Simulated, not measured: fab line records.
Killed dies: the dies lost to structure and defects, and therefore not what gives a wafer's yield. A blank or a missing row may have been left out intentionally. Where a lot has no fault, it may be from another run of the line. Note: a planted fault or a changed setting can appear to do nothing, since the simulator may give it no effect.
fab line records	flow n5_finfet
[record] lots = 7	wafers = 21	last_day = 17
route steps=1938 shown WELL_APT@39 BEOL_M4@1111 PASSIVATION@1936
lots untouched by any fault: they come from a run of this same line in which no faults occurred
start_h: start of the lot's first displayed wafer, in hours after the record's first day	wait_h: how many hours have passed since the lot's step before this one	" the same as in the row above	L1.1+2: several wafers, shown together as one row	- no value, or no start given	* or withheld: withheld	< > ~ a bound
route shown NAME@n: a module of which the file shows steps, and the number in the route of the first	usual: mean and standard deviation over wafers with no fault	same: alike in all rows	chamber/n: place in a boat	sites: the reading at each site	_std_site: their standard deviation	_edge_site: mean of outer sites minus mean of inner sites	radius_mm: for every site, how far away it sits from the centre of the wafer	mask NAME#n: copy n	behind: tool/chamber where the wafer was last shaped	hold: why the lot went on hold/how many hours it stayed there/how the hold came to an end	device: the n, p or np transistor that did not switch	end of line: tests of these same wafers at the route's end	a step without rows: its recipe alone	killed: not the wafer's yield, but the dies lost to structure and defects at the first sort	map: a wafer's dies, marking killed ones x, the rest . and places with no die _
set.NAME: the setting the step ran with; set.NAME@STEP: the setting that earlier step ran with	model.NAME: the simulator's own value behind a step, which no gauge read
lots at selected steps of the route; one table per step, one row per wafer
services: a tool's chamber out of use, with start hour (start_h, from the record's first day; less than 0 if before it), hours out, and reason
[[steps]]
[step N5_WELL_APT_EXPOSE_22]
[recipe] mask_id = PWELL	na = 0.8	source_shape = conventional	sigma_outer = 0.8	polarization = unpolarized	defocus_nm = 0	target_cd_nm = 200	dose_mj = 23.2
[step N5_WELL_APT_PEB_23]
[recipe] peb_temp_c = 130	peb_time_s = 90
[step N5_WELL_APT_DEVELOP_24]
[recipe] develop_time_s = 45	rinse_liquid = surfactant_rinse	dry = air_spin	dev_temp_c = 21
[step N5_WELL_APT_HARDBAKE_29]
[recipe] temp_c = 130	time_s = 120
[step N5_WELL_APT_CD_MEAS_25]
[recipe] target_cd_nm = 200	landing_energy_ev = 500	detector = se_inlens
[usual] cd_nm = 200.1/1.9
lot.wafer	tool	chamber	start_h	wait_h	cd_nm
L889.1	cd_sem-03	0	45.02	-	201.2
L889.2	"	0	"	"	198.2
L889.6	"	0	"	"	203.2
L892.2	cd_sem-02	0	62.92	-	202.2
L892.3	"	0	"	"	199.5
L892.6	"	0	"	"	198.1
L893.2	cd_sem-02	0	69.03	-	197.2
L893.3	"	0	"	"	195.7
L893.4	"	0	"	"	198.8
L894.3	cd_sem-03	0	75.82	-	198.2
L894.5	"	0	"	"	199.7
L894.6	"	0	"	"	199.2
L895.1	cd_sem-03	0	81.01	-	198.8
L895.2	"	0	"	"	198.4
L895.6	"	0	"	"	201.4
L903.1	cd_sem-02	0	133.73	-	202.7
L903.2	"	0	"	"	200.0
L903.5	"	0	"	"	204.2
L907.3	cd_sem-03	0	152.91	-	200.3
L907.4	"	0	"	"	202.2
L907.6	"	0	"	"	198.6
[step N5_WELL_APT_OVL_MEAS_26]
[recipe] points_per_wafer = 44
[usual] PWELL_OVL = -4/4.4
lot.wafer	tool	chamber	start_h	wait_h	PWELL_OVL[nm]
L889.1	overlay-01	0	45.05	0.0	-5
L889.2	"	0	"	"	-6
L889.6	"	0	"	"	-8
L892.2	overlay-02	0	62.95	0.0	-3
L892.3	"	0	"	"	-4
L892.6	"	0	"	"	-4
L893.2	overlay-01	0	69.06	0.0	-3
L893.3	"	0	"	"	-6
L893.4	"	0	"	"	-5
L894.3	overlay-02	0	75.85	0.0	-5
L894.5	"	0	"	"	-6
L894.6	"	0	"	"	5
L895.1	overlay-01	0	81.04	0.0	4
L895.2	"	0	"	"	-1
L895.6	"	0	"	"	-5
L903.1	overlay-02	0	133.77	0.0	1
L903.2	"	0	"	"	4
L903.5	"	0	"	"	0
L907.3	overlay-02	0	152.94	0.0	-8
L907.4	"	0	"	"	0
L907.6	"	0	"	"	6
[step N5_WELL_APT_INSPECT_27]
[recipe] mode = adi	inspect_instrument = macro
[usual] raw_defect_count = 2.0/1.4
lot.wafer	tool	chamber	start_h	wait_h	raw_defect_count
L889.1	defect_inspect-02	-	45.07	0.0	1
L889.2	"	-	"	"	0
L889.6	"	-	"	"	1
L892.2	defect_inspect-01	-	62.98	0.0	1
L892.3	"	-	"	"	2
L892.6	"	-	"	"	2
L893.2	defect_inspect-02	-	69.08	0.0	4
L893.3	"	-	"	"	0
L893.4	"	-	"	"	3
L894.3	defect_inspect-02	-	75.87	0.0	3
L894.5	"	-	"	"	1
L894.6	"	-	"	"	3
L895.1	defect_inspect-02	-	81.06	0.0	1
L895.2	"	-	"	"	3
L895.6	"	-	"	"	3
L903.1	defect_inspect-02	-	133.79	0.0	4
L903.2	"	-	"	"	3
L903.5	"	-	"	"	2
L907.3	defect_inspect-02	-	153.25	0.3	2
L907.4	"	-	"	"	1
L907.6	"	-	"	"	1
[step N5_WELL_APT_DESCUM_30]
[recipe] chemistry = O2	time_s = 7.9	source_power_w = 50	bias_power_w = 20	pressure_mtorr = 20	rf_frequency_hz = 2.712e+07	temp_c = 40	o2_flow_sccm = 225
[usual] drypump_motor_current_A = 5.5/0.5	oes_product_au = 0.78/0.076	rf_vpp_V = 242.8/1.5	showerhead_plenum_p_Torr = 2.07/0.074	throttle_valve_pct = 20.46/0.2
[same] time_s = 7.9
lot.wafer	tool	chamber	start_h	wait_h	drypump_motor_current_A	oes_product_au	rf_hours_counter_h	rf_vpp_V	showerhead_plenum_p_Torr	throttle_valve_pct
L889.1	rie_diel-06	2	45.11	0.0	5.3	0.77	133	243.8	2.10	20.49
L889.2	"	1	"	"	5.6	0.77	144	242.5	2.10	20.74
L889.6	"	3	"	"	4.8	0.71	-	241.5	1.98	20.66
L892.2	rie_diel-06	0	63.72	0.7	4.8	0.80	114	241.5	2.01	20.30
L892.3	"	1	"	"	5.6	0.76	151	242.5	2.09	20.75
L892.6	"	2	"	"	5.3	0.77	-	243.6	2.10	20.53
L893.2	rie_diel-06	2	69.12	0.0	5.3	0.77	141	243.6	2.09	20.53
L893.3	"	1	"	"	5.6	0.75	152	244.7	2.09	20.72
L893.4	"	3	"	"	4.9	0.70	228	242.1	1.98	20.66
L894.3	rie_diel-06	1	76.18	0.3	5.6	0.75	156	242.6	2.09	20.74
L894.5	"	0	"	"	4.8	0.78	-	241.8	2.01	20.30
L894.6	"	1	"	"	5.6	0.76	-	242.8	2.09	20.74
L895.1	rie_diel-05	1	81.10	0.0	5.1	1.00	1	243.6	2.04	20.11
L895.2	"	0	"	"	5.9	0.80	88	245.1	2.20	20.62
L895.6	"	1	"	"	5.1	0.99	-	240.8	2.04	20.08
L903.1	rie_diel-05	0	133.82	0.0	5.9	0.79	106	245.7	2.20	20.67
L903.2	"	2	"	"	5.3	0.91	33	244.4	2.22	20.17
L903.5	"	2	"	"	5.4	0.91	-	244.9	2.22	20.17
L907.3	rie_diel-04	0	153.28	0.0	5.8	0.69	207	244.7	2.15	20.34
L907.4	"	3	"	"	5.1	0.78	120	241.7	2.09	20.55
L907.6	"	1	"	"	5.8	0.77	-	240.9	1.99	20.24
[step N5_WELL_APT_IMPLANT_31]
[recipe] species = B	energy_kev = 60	dose_cm2 = 1.5e+13	tilt_deg = 0	rotation_deg = 0
[step N5_WELL_APT_IMPLANT_32]
[recipe] species = BF2	energy_kev = 50	dose_cm2 = 2e+13	tilt_deg = 0	rotation_deg = 0
[step N5_WELL_APT_STRIP_33]
[recipe] chemistry = SPM	time_s = 900	temp_c = 130	h2so4_h2o2_vol_ratio = 4	dry = ipa_marangoni
[step N5_WELL_APT_RTA_34]
[recipe] temp_c = 1000	time_s = 10	ambient = N2	idle_temp_c = 600	ramp_up_c_per_s = 150	ramp_down_c_per_s = 60	cool_to_c = 600
[usual] lamp_power_pct = 13.00/0.053	wafer_temp_C_max = 1003.5/1.1
[same] time_s = 10
lot.wafer	tool	chamber	start_h	wait_h	lamp_power_pct	wafer_temp_C_max
L889.1	rtp_anneal-01	0	45.90	0.1	13.01	1001.5
L889.2	"	0	"	"	12.89	1004.0
L889.6	"	0	"	"	13.04	1004.1
L892.2	rtp_anneal-01	0	64.50	0.0	12.95	1003.1
L892.3	"	0	"	"	13.01	1002.8
L892.6	"	0	"	"	13.01	1002.8
L893.2	rtp_anneal-01	0	70.12	0.3	12.89	1003.9
L893.3	"	0	"	"	12.96	1003.4
L893.4	"	0	"	"	13.05	1002.7
L894.3	rtp_anneal-01	0	76.98	0.1	13.02	1004.4
L894.5	"	0	"	"	13.05	1003.6
L894.6	"	0	"	"	13.01	1003.5
L895.1	rtp_anneal-01	0	82.13	0.0	12.91	1004.2
L895.2	"	0	"	"	12.95	1003.1
L895.6	"	0	"	"	13.05	1004.6
L903.1	rtp_anneal-02	0	134.58	0.0	12.98	1003.2
L903.2	"	0	"	"	13.10	1001.6
L903.5	"	0	"	"	12.88	1002.6
L907.3	rtp_anneal-01	0	154.10	0.1	12.96	1005.6
L907.4	"	0	"	"	12.98	1002.3
L907.6	"	0	"	"	13.00	1002.6
[step N5_WELL_APT_OXIDE_STRIP_42]
[recipe] chemistry = dHF	dilution = 25:1	time_s = 45	temp_c = 25	target = SiO2	target_depth_a = 120
[usual] bath_heat_duty_pct = 6.3/0.89	run_length_s = 52.5/1.9	time_s = 45/0
lot.wafer	tool	chamber	start_h	wait_h	bath_heat_duty_pct	run_length_s	time_s	model.SiO2_of_ZERO_LAYER_PECVD_02.thk_nm
L889.1	wet_bench-02	7	46.05	0.1	5.8	51.9	45	0
L889.2	"	6	"	"	5.3	51.5	45	0
L889.6	"	5	"	"	6.9	51.1	45	0
L892.2	wet_bench-03	7	64.63	0.1	-	-	-	10.08
L892.3	"	5	"	"	-	-	-	10.03
L892.6	"	6	"	"	-	-	-	10.16
L893.2	wet_bench-03	3	70.25	0.1	-	-	-	9.98
L893.3	"	2	"	"	-	-	-	9.99
L893.4	"	5	"	"	-	-	-	10.23
L894.3	wet_bench-03	6	77.10	0.1	-	-	-	10.05
L894.5	"	7	"	"	-	-	-	9.953
L894.6	"	3	"	"	-	-	-	10.28
L895.1	wet_bench-03	6	82.29	0.1	5.8	51.5	45	0
L895.2	"	2	"	"	7.0	52.2	45	0
L895.6	"	5	"	"	5.8	50.2	45	0
L903.1	wet_bench-01	5	134.73	0.1	7.9	52.0	45	0
L903.2	"	1	"	"	6.7	52.1	45	0
L903.5	"	2	"	"	6.0	51.4	45	0
L907.3	wet_bench-01	7	154.20	0.1	6.2	57.2	45	0
L907.4	"	0	"	"	6.2	58.0	45	0
L907.6	"	1	"	"	6.7	57.4	45	0
[step N5_WELL_APT_PRECLEAN_36]
[recipe] chemistry = O3/DIW	time_s = 45	temp_c = 22	o3_ppm = 10
[step N5_BEOL_M4_RC_MEAS_101]
[usual] DIBL_N = 36.2/1.7	DIBL_P = 36.6/1.9	IOFF_N = 0.16/0.032	IOFF_P = 0.21/0.037	ION_N = 675/12	ION_P = 460/8.1	SS_N = 71.4/0.58	SS_P = 73.4/0.64	VT_N = 249/3.2	VT_P = -252/3.4
lot.wafer	tool	chamber	start_h	wait_h	DIBL_N[mV/V]	DIBL_P[mV/V]	IOFF_N[nA/um]	IOFF_P[nA/um]	ION_N[uA/um]	ION_P[uA/um]	SS_N[mV/dec]	SS_P[mV/dec]	VT_N[mV]	VT_P[mV]
L889.1	prober-02	0	194.21	0.0	37.8	37.4	0.18	0.20	667	459	72.2	73.2	250	-251
L889.2	"	0	"	"	34.2	34.7	0.13	0.17	666	459	70.6	72.6	253	-253
L889.6	"	0	"	"	37.5	37.7	0.18	0.21	678	462	71.9	73.4	250	-248
L895.1	prober-01	0	242.51	0.0	34.4	36.2	0.14	0.21	680	466	70.6	74.1	254	-249
L895.2	"	0	"	"	33.2	33.8	0.12	0.18	649	453	70.7	73.1	255	-251
L895.6	"	0	"	"	35.7	37.1	0.17	0.24	676	466	71.3	74.1	249	-248
L903.1	prober-02	0	281.81	0.0	34.2	35.7	0.14	0.19	680	469	70.7	72.7	251	-252
L903.2	"	0	"	"	36.8	38.5	0.19	0.23	689	464	71.6	73.8	245	-251
L903.5	"	0	"	"	35.9	37.6	0.17	0.22	686	471	71.0	73.1	247	-252
L907.3	prober-02	0	297.06	0.3	36.4	34.8	0.15	0.19	673	466	70.6	72.9	248	-252
L907.4	"	0	"	"	38.6	37.5	0.19	0.24	688	468	71.2	73.2	247	-250
L907.6	"	0	"	"	36.1	33.7	0.14	0.18	656	456	70.8	72.0	253	-254
[step N5_PASSIVATION_PROBE_49]
[usual] defect_limited_yield = 91.3/1.5	killed_at_M0_to_M3 = 35/10	killed_at_M4_up = 12/4.6	killed_at_contacts = 13/6.6	killed_at_front_end = 39/11	killed_at_other = 4/3.4	killed_dies = 103/17	killed_on_rim = 14/4.1	killed_open = 67/13	killed_short = 35/8.2	sort_bin_5_function = 5.1/0.94	sort_bin_6_memory = 3.2/0.7	sort_n_pass = 1077/17	sort_yield_pct = 91.3/1.5
[same] gross_dies = 1180	killed_at_back_side = 0	sort_bin_4_leakage[%] = 0	sort_bin_8_speed[%] = 0
lot.wafer	tool	chamber	start_h	wait_h	defect_limited_yield[%]	killed_at_M0_to_M3	killed_at_M4_up	killed_at_contacts	killed_at_front_end	killed_at_other	killed_dies	killed_on_rim	killed_open	killed_short	sort_bin_5_function[%]	sort_bin_6_memory[%]	sort_n_pass	sort_yield_pct[%]
L893.2	prober-02	-	306.87	0.1	0	31	28	12	1106	3	1180	152	86	44	95.8	4.1	0	0
L893.3	prober-02	-	306.92	0.1	0	34	17	13	1114	2	1180	152	78	30	96.9	2.9	0	0
L893.4	prober-02	-	306.97	0.2	0	30	17	24	1107	2	1180	152	78	28	96.4	3.3	0	0
L892.2	prober-01	-	310.35	0.1	0	33	14	15	1116	2	1180	152	61	49	96.7	2.9	0	0
L892.3	prober-01	-	310.40	0.1	0	45	11	14	1108	2	1180	152	83	33	95.6	4.2	0	0
L892.6	prober-01	-	310.55	0.3	0	36	14	20	1107	3	1180	152	81	30	96.4	3.2	0	0
L894.3	prober-01	-	326.49	0.1	0	43	13	7	1112	5	1180	152	87	20	96.4	3.4	0	0
L894.5	prober-01	-	326.59	0.2	0	37	11	25	1103	4	1180	152	73	43	94.7	4.9	0	0
L894.6	prober-01	-	326.64	0.3	0	56	11	16	1096	1	1180	152	88	41	95.7	3.8	0	0
// killed by level:class
L893.2 WELL_APT:area_strip=1047 FIN_SAQP:geometric_particle:open=26 FIN_SAQP:geometric_particle:short=12 BEOL_M4:geometric_particle:open=11 MOL_CONTACT_COAG:geometric_particle:open=8 BEOL_M3:geometric_particle:open=8 BEOL_M1:geometric_particle:open=7 BEOL_M0_SAQP:geometric_particle:short=7
L893.3 WELL_APT:area_strip=1070 FIN_SAQP:geometric_particle:open=19 MOL_CONTACT_COAG:geometric_particle:open=13 BEOL_M4:geometric_particle:open=11 BEOL_M1:geometric_particle:open=9 FIN_SAQP:geometric_particle:short=5 BEOL_M0:geometric_particle:short=5 BEOL_M3:geometric_particle:open=5
L893.4 WELL_APT:area_strip=1073 MOL_CONTACT_COAG:geometric_particle:open=19 BEOL_M4:geometric_particle:open=14 FIN_SAQP:geometric_particle:open=10 BEOL_M0_SAQP:geometric_particle:open=9 BEOL_M3:geometric_particle:open=9 FIN_SAQP:geometric_particle:short=8 MOL_CONTACT_COAG:geometric_particle:short=5
L892.2 WELL_APT:area_strip=1070 MOL_CONTACT_COAG:geometric_particle:open=11 BEOL_M0_SAQP:geometric_particle:short=10 FIN_SAQP:geometric_particle:open=8 GATE_CUT:geometric_particle:short=8 FIN_SAQP:geometric_particle:short=7 STI_FIN_REVEAL:geometric_particle:open=7 BEOL_M0_SAQP:geometric_particle:open=6
L892.3 WELL_APT:area_strip=1062 BEOL_M2:geometric_particle:open=17 MOL_CONTACT_COAG:geometric_particle:open=12 FIN_SAQP:geometric_particle:short=9 BEOL_M3:geometric_particle:open=8 FIN_SAQP:geometric_particle:open=7 STI_FIN_REVEAL:geometric_particle:open=7 BEOL_M0_SAQP:geometric_particle:open=7
L892.6 WELL_APT:area_strip=1069 MOL_CONTACT_COAG:geometric_particle:open=16 BEOL_M4:geometric_particle:open=10 BEOL_M2:geometric_particle:open=10 FIN_SAQP:geometric_particle:open=8 STI_FIN_REVEAL:geometric_particle:open=8 FIN_SAQP:geometric_particle:short=6 BEOL_M1:geometric_particle:short=6
L894.3 WELL_APT:area_strip=1073 FIN_SAQP:geometric_particle:open=11 BEOL_M0_SAQP:geometric_particle:open=10 BEOL_M1:geometric_particle:open=10 FIN_SAQP:geometric_particle:short=8 BEOL_M3:geometric_particle:open=8 MOL_CONTACT_COAG:geometric_particle:open=7 GATE_CUT:geometric_particle:open=6
L894.5 WELL_APT:area_strip=1063 MOL_CONTACT_COAG:geometric_particle:open=18 BEOL_M0_SAQP:geometric_particle:short=12 STI_FIN_REVEAL:geometric_particle:open=7 DUMMY_GATE:geometric_particle:open=7 MOL_CONTACT_COAG:geometric_particle:short=7 FIN_SAQP:geometric_particle:short=6 BEOL_M0:geometric_particle:open=5
L894.6 WELL_APT:area_strip=1049 MOL_CONTACT_COAG:geometric_particle:open=12 BEOL_M3:geometric_particle:open=11 BEOL_M2:geometric_particle:open=9 BEOL_M1:geometric_particle:open=8 STI_FIN_REVEAL:geometric_particle:open=7 DUMMY_GATE:geometric_particle:open=6 FIN_SAQP:geometric_particle:short=5
// map L892.2 (x killed, . not)
_________________xxxxxxxxxxxx________________
______________xxxxxxxxxxxxxxxxxx_____________
___________xxxxxxxxxxxxxxxxxxxxxxxx__________
__________xxxxxxxxxxxxxxxxxxxxxxxxxx_________
________xxxxxxxxxxxxxxxxxxxxxxxxxxxxxx_______
_______xxxxxxxxxxxxxxxxxxxxxxxxxxxxxxxx______
______xxxxxxxxxxxxxxxxxxxxxxxxxxxxxxxxxx_____
_____xxxxxxxxxxxxxxxxxxxxxxxxxxxxxxxxxxxx____
____xxxxxxxxxxxxxxxxxxxxxxxxxxxxxxxxxxxxxx___
___xxxxxxxxxxxxxxxxxxxxxxxxxxxxxxxxxxxxxxxx__
___xxxxxxxxxxxxxxxxxxxxxxxxxxxxxxxxxxxxxxxx__
__xxxxxxxxxxxxxxxxxxxxxxxxxxxxxxxxxxxxxxxxxx_
__xxxxxxxxxxxxxxxxxxxxxxxxxxxxxxxxxxxxxxxxxx_
_xxxxxxxxxxxxxxxxxxxxxxxxxxxxxxxxxxxxxxxxxxxx
_xxxxxxxxxxxxxxxxxxxxxxxxxxxxxxxxxxxxxxxxxxxx
_xxxxxxxxxxxxxxxxxxxxxxxxxxxxxxxxxxxxxxxxxxxx
_xxxxxxxxxxxxxxxxxxxxxxxxxxxxxxxxxxxxxxxxxxxx
_xxxxxxxxxxxxxxxxxxxxxxxxxxxxxxxxxxxxxxxxxxxx
_xxxxxxxxxxxxxxxxxxxxxxxxxxxxxxxxxxxxxxxxxxxx
_xxxxxxxxxxxxxxxxxxxxxxxxxxxxxxxxxxxxxxxxxxxx
_xxxxxxxxxxxxxxxxxxxxxxxxxxxxxxxxxxxxxxxxxxxx
__xxxxxxxxxxxxxxxxxxxxxxxxxxxxxxxxxxxxxxxxxx_
__xxxxxxxxxxxxxxxxxxxxxxxxxxxxxxxxxxxxxxxxxx_
___xxxxxxxxxxxxxxxxxxxxxxxxxxxxxxxxxxxxxxxx__
___xxxxxxxxxxxxxxxxxxxxxxxxxxxxxxxxxxxxxxxx__
____xxxxxxxxxxxxxxxxxxxxxxxxxxxxxxxxxxxxxx___
_____xxxxxxxxxxxxxxxxxxxxxxxxxxxxxxxxxxxx____
______xxxxxxxxxxxxxxxxxxxxxxxxxxxxxxxxxx_____
_______xxxxxxxxxxxxxxxxxxxxxxxxxxxxxxxx______
________xxxxxxxxxxxxxxxxxxxxxxxxxxxxxx_______
__________xxxxxxxxxxxxxxxxxxxxxxxxxx_________
___________xxxxxxxxxxxxxxxxxxxxxxxx__________
______________xxxxxxxxxxxxxxxxxx_____________
_________________xxxxxxxxxxxx________________
// map L893.2 (x killed, . not)
_________________xxxxxxxxxxxx________________
______________xxxxxxxxxxxxxxxxxx_____________
___________xxxxxxxxxxxxxxxxxxxxxxxx__________
__________xxxxxxxxxxxxxxxxxxxxxxxxxx_________
________xxxxxxxxxxxxxxxxxxxxxxxxxxxxxx_______
_______xxxxxxxxxxxxxxxxxxxxxxxxxxxxxxxx______
______xxxxxxxxxxxxxxxxxxxxxxxxxxxxxxxxxx_____
_____xxxxxxxxxxxxxxxxxxxxxxxxxxxxxxxxxxxx____
____xxxxxxxxxxxxxxxxxxxxxxxxxxxxxxxxxxxxxx___
___xxxxxxxxxxxxxxxxxxxxxxxxxxxxxxxxxxxxxxxx__
___xxxxxxxxxxxxxxxxxxxxxxxxxxxxxxxxxxxxxxxx__
__xxxxxxxxxxxxxxxxxxxxxxxxxxxxxxxxxxxxxxxxxx_
__xxxxxxxxxxxxxxxxxxxxxxxxxxxxxxxxxxxxxxxxxx_
_xxxxxxxxxxxxxxxxxxxxxxxxxxxxxxxxxxxxxxxxxxxx
_xxxxxxxxxxxxxxxxxxxxxxxxxxxxxxxxxxxxxxxxxxxx
_xxxxxxxxxxxxxxxxxxxxxxxxxxxxxxxxxxxxxxxxxxxx
_xxxxxxxxxxxxxxxxxxxxxxxxxxxxxxxxxxxxxxxxxxxx
_xxxxxxxxxxxxxxxxxxxxxxxxxxxxxxxxxxxxxxxxxxxx
_xxxxxxxxxxxxxxxxxxxxxxxxxxxxxxxxxxxxxxxxxxxx
_xxxxxxxxxxxxxxxxxxxxxxxxxxxxxxxxxxxxxxxxxxxx
_xxxxxxxxxxxxxxxxxxxxxxxxxxxxxxxxxxxxxxxxxxxx
__xxxxxxxxxxxxxxxxxxxxxxxxxxxxxxxxxxxxxxxxxx_
__xxxxxxxxxxxxxxxxxxxxxxxxxxxxxxxxxxxxxxxxxx_
___xxxxxxxxxxxxxxxxxxxxxxxxxxxxxxxxxxxxxxxx__
___xxxxxxxxxxxxxxxxxxxxxxxxxxxxxxxxxxxxxxxx__
____xxxxxxxxxxxxxxxxxxxxxxxxxxxxxxxxxxxxxx___
_____xxxxxxxxxxxxxxxxxxxxxxxxxxxxxxxxxxxx____
______xxxxxxxxxxxxxxxxxxxxxxxxxxxxxxxxxx_____
_______xxxxxxxxxxxxxxxxxxxxxxxxxxxxxxxx______
________xxxxxxxxxxxxxxxxxxxxxxxxxxxxxx_______
__________xxxxxxxxxxxxxxxxxxxxxxxxxx_________
___________xxxxxxxxxxxxxxxxxxxxxxxx__________
______________xxxxxxxxxxxxxxxxxx_____________
_________________xxxxxxxxxxxx________________
[[services]]
tool	chamber	start_h	hours	kind
rie_diel-05	1	50.04	5.8	repair
rie_diel-05	1	55.90	-	clean
rie_diel-05	1	55.90	-	consumable_replace:focus_ring
rie_diel-05	1	55.90	22.2	scheduled_down
rie_diel-05	1	55.90	22.2	vent_cycle
rie_diel-05	2	56.85	6.6	repair
rie_diel-04	3	62.88	3.4	repair
rie_diel-04	2	65.04	4.3	repair
rie_diel-05	3	70.68	31.9	repair
wet_bench-01	-	120.50	1.2	repair
rie_diel-06	3	149.23	-	clean
rie_diel-06	3	149.23	-	consumable_replace:focus_ring
rie_diel-06	3	149.23	-	consumable_replace:showerhead
rie_diel-06	3	149.23	23.9	scheduled_down
rie_diel-06	3	149.23	23.9	vent_cycle
[[key]]
[first_sign] step = N5_WELL_APT_OXIDE_STRIP_42	reading = tool_record	direction = missing
[effect] step = N5_PASSIVATION_PROBE_49	reading = sort_bin_5_function	direction = up	sigmas = 97	usual = 5.1	struck = 96.0
[model_effect] step = N5_WELL_APT_OXIDE_STRIP_42	value = SiO2_of_ZERO_LAYER_PECVD_02.thk_nm	without = 0	struck = 10.08
[more_kills_born_at] N5_WELL_APT_OXIDE_STRIP_42@wet_bench-03 = 9576
met_at N5_WELL_APT_OXIDE_STRIP_42
struck_wafers L892.2,L892.3,L892.6,L893.2,L893.3,L893.4,L894.3,L894.5,L894.6
later_rows_left_out L892.2,L892.3,L892.6,L893.2,L893.3,L893.4,L894.3,L894.5,L894.6
[fault] kind = skipped_step_whole	tool = wet_bench-03	chamber = -	onset_h = 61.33	steps = N5_WELL_APT_OXIDE_STRIP_42	scope = struck_lots_only
// later_rows_left_out: the simulator's readings of these wafers behind a module that went badly wrong aren't trusted and aren't shown, but for the sort
